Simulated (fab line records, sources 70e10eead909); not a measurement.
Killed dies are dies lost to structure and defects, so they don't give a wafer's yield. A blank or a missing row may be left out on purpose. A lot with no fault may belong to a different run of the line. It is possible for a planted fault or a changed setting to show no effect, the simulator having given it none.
Matching of chambers    flow nand-harc    NHARC_A_CONTACT_CMP_20 on cmp-01 has 4 sister chambers
The step polishes, t overpolish 30 s, target thk 300 nm. 16 wafers are shown with their chamber, then 8 later ones without.

## WAFERS PAIRED WITH THEIR CHAMBERS
wafer   chamber  motor-current-A (A)  overpolish-run-s (s)  retaining-ring-pressure-frac
L074.2  1        11.7                 30.021                1.003
L074.4  3        12.7                 29.996                1.001
L074.6  3        11.8                 29.996                0.989
L078.1  2        11.8                 30.001                0.993
L078.2  0        11.9                 29.997                1.002
L078.6  2        12.0                 30.001                0.997
L080.1  3        11.6                 30.013                0.994
L080.2  2        12.5                 29.995                1.006
L080.4  0        12.4                 30.005                0.997
L081.1  1        10.8                 30.009                1.003
L081.5  1        11.2                 30.010                0.997
L081.6  0        11.9                 30.000                1.001
L086.2  0        12.1                 30.007                1.006
L086.4  1        11.5                 30.006                1.001
L086.6  2        12.4                 30.003                0.998
L083.2  1        11.2                 30.008                1.007

SIGNATURES, as means of the wafers listed above
reading                       chamber 0  chamber 1  chamber 2  chamber 3  scatter within a chamber
motor-current-A               12.075     11.280     12.175     12.033     0.371
overpolish-run-s              30.00225   30.01080   30.00000   30.00167   0.00599
retaining-ring-pressure-frac  1.00150    1.00220    0.99850    0.99467    0.00461
Rule: a wafer's distance from a chamber is the root of the sum, over the readings, of the square of ((its reading less the chamber's mean) divided by the reading's scatter). If the next closest chamber is less than 2 further off than the closest, the wafer can't be placed; otherwise it belongs to the closest. How the scatter is found: for the shown wafers, subtract from each reading the mean of its chamber, square and add these, divide the total by (wafers less chambers), then take the root.

## WAFERS WITH NO CHAMBER GIVEN
wafer   motor-current-A (A)  overpolish-run-s (s)  retaining-ring-pressure-frac
L083.3  11.8                 30.006                1.004
L083.4  12.0                 30.011                0.996
L095.1  12.5                 30.018                0.994
L095.4  11.9                 30.011                1.003
L095.6  12.8                 29.995                0.996
L097.2  12.3                 29.986                0.999
L097.4  12.0                 29.991                1.004
L097.6  11.6                 29.983                0.992

## THE CHAMBER EACH PASSED THROUGH
wafer   from the rows above                in truth
L083.3  can't be placed: 0 or 1 or 2 or 3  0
L083.4  can't be placed: 3 or 0 or 2 or 1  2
L095.1  can't be placed: 3 or 2 or 0 or 1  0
L095.4  can't be placed: 0 or 1 or 2 or 3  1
L095.6  can't be placed: 2 or 3 or 0       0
L097.2  can't be placed: 2 or 0 or 3       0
L097.4  can't be placed: 0 or 2 or 3 or 1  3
L097.6  can't be placed: 3 or 2 or 0 or 1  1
Placed correctly: 0 of 8. From these rows, 8 cannot be placed; in 8 the true chamber is one of the candidates. Number placed wrongly: 0.
